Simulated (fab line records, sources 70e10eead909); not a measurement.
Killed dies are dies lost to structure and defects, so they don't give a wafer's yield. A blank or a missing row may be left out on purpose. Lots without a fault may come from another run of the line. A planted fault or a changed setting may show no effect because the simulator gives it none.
Chamber matching | flow nand_harc | NHARC_A_STAIRCASE_DESCUM_312 on rie_diel-06: 4 sister chambers
The step chemistry O2, time 3 s. 24 wafers are shown with their chamber, then 12 later ones without.

WAFERS WITH THEIR CHAMBER
wafer  | chamber | drypump_motor_current_A (A) | oes_product_au (a.u.) | showerhead_plenum_p_Torr (Torr)
L074.1 | 2       | 6.3                         | 0.982                 | 1.93
L074.5 | 3       | 5.3                         | 0.998                 | 1.91
L074.6 | 0       | 5.2                         | 0.998                 | 1.84
L076.1 | 1       | 5.6                         | 0.999                 | 1.77
L076.2 | 0       | 5.3                         | 0.992                 | 1.84
L076.4 | 3       | 5.3                         | 1.004                 | 1.91
L078.1 | 1       | 5.6                         | 0.998                 | 1.77
L078.3 | 3       | 5.3                         | 1.009                 | 1.91
L078.4 | 0       | 5.3                         | 1.013                 | 1.84
L079.1 | 2       | 6.2                         | 0.978                 | 1.92
L079.2 | 0       | 5.2                         | 0.993                 | 1.84
L079.3 | 3       | 5.3                         | 0.996                 | 1.90
L079.4 | 1       | 5.6                         | 0.996                 | 1.77
L079.5 | 0       | 5.2                         | 0.997                 | 1.84
L079.6 | 1       | 5.6                         | 0.997                 | 1.77
L084.3 | 0       | 5.3                         | 1.004                 | 1.83
L084.5 | 0       | 5.2                         | 1.002                 | 1.83
L084.6 | 3       | 5.3                         | 0.988                 | 1.90
L087.3 | 1       | 5.6                         | 0.998                 | 2.08
L087.5 | 3       | 5.3                         | 0.999                 | 1.90
L087.6 | 0       | 5.3                         | 1.007                 | 1.83
L090.2 | 0       | 5.2                         | 1.010                 | 1.82
L090.3 | 3       | 5.3                         | 0.996                 | 1.89
L090.6 | 1       | 5.6                         | 0.991                 | 2.07

SIGNATURES (means of the wafers above)
reading                  | chamber 0 | chamber 1 | chamber 2 | chamber 3 | scatter within a chamber
drypump_motor_current_A  | 5.244     | 5.600     | 6.250     | 5.300     | 0.0369
oes_product_au           | 1.00178   | 0.99650   | 0.98000   | 0.99857   | 0.00612
showerhead_plenum_p_Torr | 1.8344    | 1.8717    | 1.9250    | 1.9029    | 0.079
Rule: a wafer's distance from a chamber is the root of the sum, over the readings, of the square of ((its reading less the chamber's mean) divided by the reading's scatter). The wafer belongs to the nearest chamber; if the next one is less than 2 further off, it can't be placed. The scatter: the root of (the sum of the squares of (reading less its chamber's mean) over the shown wafers, divided by (wafers less chambers)).

WAFERS WITHOUT THEIR CHAMBER
wafer  | drypump_motor_current_A (A) | oes_product_au (a.u.) | showerhead_plenum_p_Torr (Torr)
L091.3 | 5.6                         | 0.988                 | 2.07
L091.4 | 5.3                         | 0.994                 | 1.89
L091.5 | 5.2                         | 1.006                 | 1.82
L092.1 | 5.3                         | 1.026                 | 1.82
L092.2 | 5.3                         | 0.991                 | 1.89
L092.5 | 6.3                         | 0.982                 | 1.91
L094.1 | 5.6                         | 1.000                 | 2.07
L094.2 | 5.3                         | 0.996                 | 1.89
L094.5 | 5.3                         | 1.002                 | 1.82
L096.2 | 6.3                         | 0.989                 | 1.91
L096.3 | 5.3                         | 0.998                 | 1.89
L096.4 | 5.6                         | 0.986                 | 2.06

WHICH CHAMBER EACH WENT THROUGH
wafer  | from the rows above     | in truth
L091.3 | 1                       | 1
L091.4 | can't be placed: 3 or 0 | 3
L091.5 | can't be placed: 0 or 3 | 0
L092.1 | can't be placed: 0 or 3 | 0
L092.2 | can't be placed: 3 or 0 | 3
L092.5 | 2                       | 2
L094.1 | 1                       | 1
L094.2 | can't be placed: 3 or 0 | 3
L094.5 | can't be placed: 3 or 0 | 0
L096.2 | 2                       | 2
L096.3 | can't be placed: 3 or 0 | 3
L096.4 | 1                       | 1
Placed correctly: 5 of 12. Can't be placed from these rows: 7 (the true chamber is among the candidates in 7). Placed wrongly: 0.
